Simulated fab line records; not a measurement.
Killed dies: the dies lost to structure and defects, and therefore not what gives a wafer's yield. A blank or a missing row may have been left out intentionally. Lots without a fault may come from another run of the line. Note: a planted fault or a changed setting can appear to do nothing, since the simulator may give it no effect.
The tool behind it: which one? + flow nand-harc + 12 lots with 36 wafers sampled at 5 steps, on a route of 1159 steps

## WHAT EACH GAUGE READ, for each wafer
NHARC_END_SORT_01. Usual: killed-at-array 29, standard deviation 11; killed-at-other 0.5, standard deviation 0.85; killed-at-periphery 3.0, standard deviation 2.3; killed-dies 33, standard deviation 12; killed-open 3.3, standard deviation 1.9; killed-short 2.0, standard deviation 1.5.
| lot  | measured     | on        | killed-at-array | killed-at-other | killed-at-periphery | killed-dies | killed-open | killed-short | flag |
|------|--------------|-----------|-----------------|-----------------|---------------------|-------------|-------------|--------------|------|
| L884 | day 26 11:43 | prober-01 | 674 676 676     | 0 0 0           | 3 1 1               | 677 677 677 | 2 4 1       | 6 1 3        | OFF  |
| L886 | day 26 23:06 | prober-02 | 675 677 675     | 0 0 0           | 2 0 2               | 677 677 677 | 2 1 3       | 3 2 2        | OFF  |
| L888 | day 26 15:18 | prober-02 | 670 666 667     | 0 3 4           | 7 8 6               | 677 677 677 | 4 4 5       | 3 2 1        | OFF  |

## WHICH TOOL RAN EACH LOT (tool, then ch and the chambers of the sampled wafers, then the start)
| lot  | NHARC_A_STAIRCASE_ETCH_170                    | NHARC_A_STAIRCASE_TRIM_18          | NHARC_A_STAIRCASE_TRIM_20          | NHARC_A_STAIRCASE_ETCH_25                     |
|------|-----------------------------------------------|------------------------------------|------------------------------------|-----------------------------------------------|
| L875 | rie-diel-04 ch 0,1, day 13 15:35 or earlier   | rie-diel-11 ch 0,1,3, day 13 15:35 | rie-diel-04 ch 0,1,2, day 13 16:03 | rie-diel-04 ch 0,1, no start                  |
| L881 | rie-diel-04 ch 0,1,2, day 14 01:20 or earlier | rie-diel-05 ch 0,1, day 14 01:20   | rie-diel-05 ch 0,3, day 14 01:46   | rie-diel-05 ch 2,3, no start                  |
| L882 | rie-diel-11 ch 3, day 14 02:58                | rie-diel-04 ch 1,2, day 14 06:05   | rie-diel-05 ch 0,2,3, day 14 06:32 | rie-diel-05 ch 2,3, no start                  |
| L885 | rie-diel-11 ch 0,3, day 14 03:09              | rie-diel-11 ch 0,1,3, day 14 05:42 | rie-diel-11 ch 0,1,3, day 14 06:14 | rie-diel-11 ch 2,3, no start                  |
| L884 | rie-diel-04 ch 0,2, day 14 07:27 or earlier   | rie-diel-11 ch 1,2,3, day 14 07:27 | rie-diel-11 ch 0,1,3, day 14 07:49 | rie-diel-11 ch 0,1, day 26 11:43 or earlier   |
| L886 | rie-diel-11 ch 1,2,3, day 14 10:46 or earlier | rie-diel-11 ch 0,2, day 14 10:46   | rie-diel-04 ch 2,3, day 14 11:34   | rie-diel-04 ch 0,1, day 26 23:06 or earlier   |
| L888 | rie-diel-11 ch 0,2, day 14 12:10 or earlier   | rie-diel-05 ch 0,1,3, day 14 12:10 | rie-diel-05 ch 0,1, day 14 12:40   | rie-diel-05 ch 0,1,3, day 26 15:18 or earlier |
| L892 | rie-diel-05 ch 0,1, day 14 23:59 or earlier   | rie-diel-11 ch 0,1,3, day 14 23:59 | rie-diel-11 ch 0,2,3, day 15 00:29 | rie-diel-11 ch 1,2, no start                  |
| L893 | rie-diel-04 ch 1,2, day 15 00:23 or earlier   | rie-diel-04 ch 2,3, day 15 00:23   | rie-diel-11 ch 0,1,2, day 15 00:52 | rie-diel-11 ch 0,1,2, no start                |
| L894 | rie-diel-04 ch 0,1,3, day 15 14:17 or earlier | rie-diel-11 ch 0,2, day 15 14:17   | rie-diel-05 ch 2,3, day 15 14:38   | rie-diel-05 ch 0,1,3, no start                |
| L897 | rie-diel-04 ch 0,1, day 16 10:18 or earlier   | rie-diel-05 ch 0,1,3, day 16 10:18 | rie-diel-04 ch 0,2,3, day 16 10:46 | rie-diel-04 ch 0,2,3, no start                |
| L898 | rie-diel-05 ch 0,1,2, day 16 16:33 or earlier | rie-diel-05 ch 0,3, day 16 16:33   | rie-diel-04 ch 0,1,2, day 16 17:06 | rie-diel-04 ch 1,3, no start                  |
- NHARC_A_STAIRCASE_ETCH_170: etches the open film in C4F6/O2, target depth 200 nm, time 66.667 s.
- NHARC_A_STAIRCASE_TRIM_18: chemistry O2, time 211.2 s.
- NHARC_A_STAIRCASE_TRIM_20: chemistry O2, time 211.2 s.
- NHARC_A_STAIRCASE_ETCH_25: etches the open film in C4F8/O2, target depth 100 nm, time 40.5 s.

## AS READ BY THE TOOLS THEMSELVES (means over the sampled wafers that have a number; for cases with no such wafer, the mark the record gives instead)
NHARC_A_STAIRCASE_ETCH_170. Usual: drypump-motor-current-A 5.8 A, standard deviation 0.49; oes-product-au 0.976 a.u., standard deviation 0.014; rf-vpp-V 548 V, standard deviation 3.4; showerhead-plenum-p-Torr 3.98 Torr, standard deviation 0.16; throttle-valve-pct 26.902 %, standard deviation 0.01.
| lot  | tool        | drypump-motor-current-A (A) | oes-product-au (a.u.) | rf-vpp-V (V) | showerhead-plenum-p-Torr (Torr) | throttle-valve-pct (%) | flag |
|------|-------------|-----------------------------|-----------------------|--------------|---------------------------------|------------------------|------|
| L875 | rie-diel-04 | 6.1                         | 0.991                 | 546          | 3.87                            | 26.907                 |      |
| L881 | rie-diel-04 | 6.1                         | 0.974                 | 547          | 3.92                            | 26.904                 |      |
| L882 | rie-diel-11 | 5.3                         | 0.988                 | 548          | 4.00                            | 26.902                 |      |
| L885 | rie-diel-11 | 5.6                         | 0.999                 | 550          | 4.07                            | 26.905                 |      |
| L884 | rie-diel-04 | 6.4                         | 0.969                 | 546          | 3.85                            | 26.902                 |      |
| L886 | rie-diel-11 | 5.7                         | 0.979                 | 547          | 3.91                            | 26.896                 |      |
| L888 | rie-diel-11 | 6.0                         | 0.962                 | 546          | 3.86                            | 26.903                 |      |
| L892 | rie-diel-05 | 5.6                         | 0.975                 | 546          | 3.91                            | 26.904                 |      |
| L893 | rie-diel-04 | 5.8                         | 0.975                 | 548          | 3.98                            | 26.897                 |      |
| L894 | rie-diel-04 | 5.7                         | 0.982                 | 548          | 3.98                            | 26.892                 |      |
| L897 | rie-diel-04 | 6.1                         | 0.971                 | 545          | 3.84                            | 26.894                 |      |
| L898 | rie-diel-05 | 5.9                         | 0.983                 | 547          | 3.94                            | 26.901                 |      |

NHARC_A_STAIRCASE_TRIM_18. Usual: chamber-pressure-mTorr 60.00 mTorr, standard deviation 0.053; drypump-motor-current-A 5.8 A, standard deviation 0.45; oes-product-au 0.999 a.u., standard deviation 0.0099; rf-vpp-V 57.9 V, standard deviation 0.92; showerhead-plenum-p-Torr 3.57 Torr, standard deviation 0.15; throttle-valve-pct 17.038 %, standard deviation 0.0097.
| lot  | tool        | chamber-pressure-mTorr (mTorr) | drypump-motor-current-A (A) | oes-product-au (a.u.) | rf-vpp-V (V) | showerhead-plenum-p-Torr (Torr) | throttle-valve-pct (%) | flag |
|------|-------------|--------------------------------|-----------------------------|-----------------------|--------------|---------------------------------|------------------------|------|
| L875 | rie-diel-11 | 60.05                          | 5.7                         | 0.997                 | 58.1         | 3.68                            | 17.034                 |      |
| L881 | rie-diel-05 | 60.00                          | 5.8                         | 1.003                 | 57.2         | 3.50                            | 17.035                 |      |
| L882 | rie-diel-04 | 59.99                          | 6.1                         | 0.998                 | 57.8         | 3.58                            | 17.038                 |      |
| L885 | rie-diel-11 | 59.99                          | 5.8                         | 1.003                 | 57.5         | 3.67                            | 17.038                 |      |
| L884 | rie-diel-11 | -                              | -                           | -                     | -            | -                               | -                      | OFF  |
| L886 | rie-diel-11 | -                              | -                           | -                     | -            | -                               | -                      | OFF  |
| L888 | rie-diel-05 | -                              | -                           | -                     | -            | -                               | -                      | OFF  |
| L892 | rie-diel-11 | 59.97                          | 5.7                         | 1.003                 | 58.3         | 3.67                            | 17.037                 |      |
| L893 | rie-diel-04 | 59.98                          | 5.5                         | 0.996                 | 57.8         | 3.70                            | 17.026                 |      |
| L894 | rie-diel-11 | 60.00                          | 6.0                         | 0.994                 | 58.1         | 3.62                            | 17.044                 |      |
| L897 | rie-diel-05 | 59.99                          | 5.6                         | 1.005                 | 57.8         | 3.45                            | 17.037                 |      |
| L898 | rie-diel-05 | 60.01                          | 5.4                         | 1.000                 | 58.1         | 3.48                            | 17.038                 |      |

NHARC_A_STAIRCASE_TRIM_20. Usual: chamber-pressure-mTorr 59.99 mTorr, standard deviation 0.059; drypump-motor-current-A 5.8 A, standard deviation 0.51; oes-product-au 1.002 a.u., standard deviation 0.0087; rf-vpp-V 57.9 V, standard deviation 0.78; showerhead-plenum-p-Torr 3.56 Torr, standard deviation 0.14; throttle-valve-pct 17.036 %, standard deviation 0.0092.
| lot  | tool        | chamber-pressure-mTorr (mTorr) | drypump-motor-current-A (A) | oes-product-au (a.u.) | rf-vpp-V (V) | showerhead-plenum-p-Torr (Torr) | throttle-valve-pct (%) | flag |
|------|-------------|--------------------------------|-----------------------------|-----------------------|--------------|---------------------------------|------------------------|------|
| L875 | rie-diel-04 | 59.99                          | 6.1                         | 1.008                 | 57.1         | 3.53                            | 17.033                 |      |
| L881 | rie-diel-05 | 59.93                          | 5.4                         | 1.006                 | 58.1         | 3.45                            | 17.035                 |      |
| L882 | rie-diel-05 | 59.97                          | 5.8                         | 1.003                 | 57.9         | 3.53                            | 17.034                 |      |
| L885 | rie-diel-11 | 60.01                          | 5.7                         | 1.007                 | 58.0         | 3.67                            | 17.036                 |      |
| L884 | rie-diel-11 | 59.97                          | 5.8                         | 1.003                 | 58.1         | 3.67                            | 17.041                 |      |
| L886 | rie-diel-04 | 60.01                          | 6.0                         | 0.998                 | 58.3         | 3.65                            | 17.042                 |      |
| L888 | rie-diel-05 | 60.01                          | 5.5                         | 0.997                 | 57.7         | 3.52                            | 17.042                 |      |
| L892 | rie-diel-11 | 60.03                          | 5.8                         | 0.987                 | 57.5         | 3.56                            | 17.037                 |      |
| L893 | rie-diel-11 | 60.03                          | 5.9                         | 0.994                 | 58.2         | 3.58                            | 17.038                 |      |
| L894 | rie-diel-05 | 59.99                          | 5.8                         | 0.999                 | 58.0         | 3.48                            | 17.044                 |      |
| L897 | rie-diel-04 | 59.98                          | 6.0                         | 1.010                 | 58.2         | 3.57                            | 17.048                 |      |
| L898 | rie-diel-04 | 60.00                          | 6.1                         | 1.016                 | 58.7         | 3.51                            | 17.034                 |      |

NHARC_A_STAIRCASE_ETCH_25. Usual: oes-product-au 0.938 a.u., standard deviation 0.011; rf-vpp-V 897 V, standard deviation 5.
| lot  | tool        | oes-product-au (a.u.) | rf-vpp-V (V) | flag |
|------|-------------|-----------------------|--------------|------|
| L875 | rie-diel-04 | 0.945                 | 894          |      |
| L881 | rie-diel-05 | 0.929                 | 897          |      |
| L882 | rie-diel-05 | 0.934                 | 894          |      |
| L885 | rie-diel-11 | 0.925                 | 892          |      |
| L884 | rie-diel-11 | 0.930                 | 904          |      |
| L886 | rie-diel-04 | 0.947                 | 895          |      |
| L888 | rie-diel-05 | 0.936                 | 893          |      |
| L892 | rie-diel-11 | 0.940                 | 896          |      |
| L893 | rie-diel-11 | 0.933                 | 897          |      |
| L894 | rie-diel-05 | 0.954                 | 893          |      |
| L897 | rie-diel-04 | 0.924                 | 897          |      |
| L898 | rie-diel-04 | 0.934                 | 900          |      |

## THE ANSWER, worked out from the rows above alone
Rule: take the mean of a lot's wafers that have a number; if it is more than 3 standard deviations from the usual mean, the lot is off. Also off: a lot with no number at a reading for which 4 or more lots have one. Where the step has rows for the other lots, those lots are counted as sound. The gauges are gone through in route order, then the tools' own readings, and for those a lot's mean is taken as printed above. At the first step where some lot is off, the reading lying furthest off is the one used; lots without a number count as furthest.
Off: L884, L886, L888 (NHARC_END_SORT_01, killed-at-array). Neither off nor sound, because the step has no rows for them: L875, L881, L882, L885, L892, L893, L894, L897, L898.
A tool fits if, at a process step before that reading, it ran every lot that is off, and no sound lot after the first of them. The gauges at NHARC_END_SORT_01 aren't tried: what is off there is off at NHARC_A_STAIRCASE_TRIM_18 too, on other tools, and a gauge's error can't cause that. NHARC_A_STAIRCASE_ETCH_170 gives no start for some lots, so the hours and the order of its lots are those of NHARC_A_STAIRCASE_TRIM_18. NHARC_A_STAIRCASE_ETCH_25 gives no start for some lots, so the hours and the order of its lots are those of NHARC_END_SORT_01. Of those tried, none fits.

## WHAT THE SIMULATOR PUT IN
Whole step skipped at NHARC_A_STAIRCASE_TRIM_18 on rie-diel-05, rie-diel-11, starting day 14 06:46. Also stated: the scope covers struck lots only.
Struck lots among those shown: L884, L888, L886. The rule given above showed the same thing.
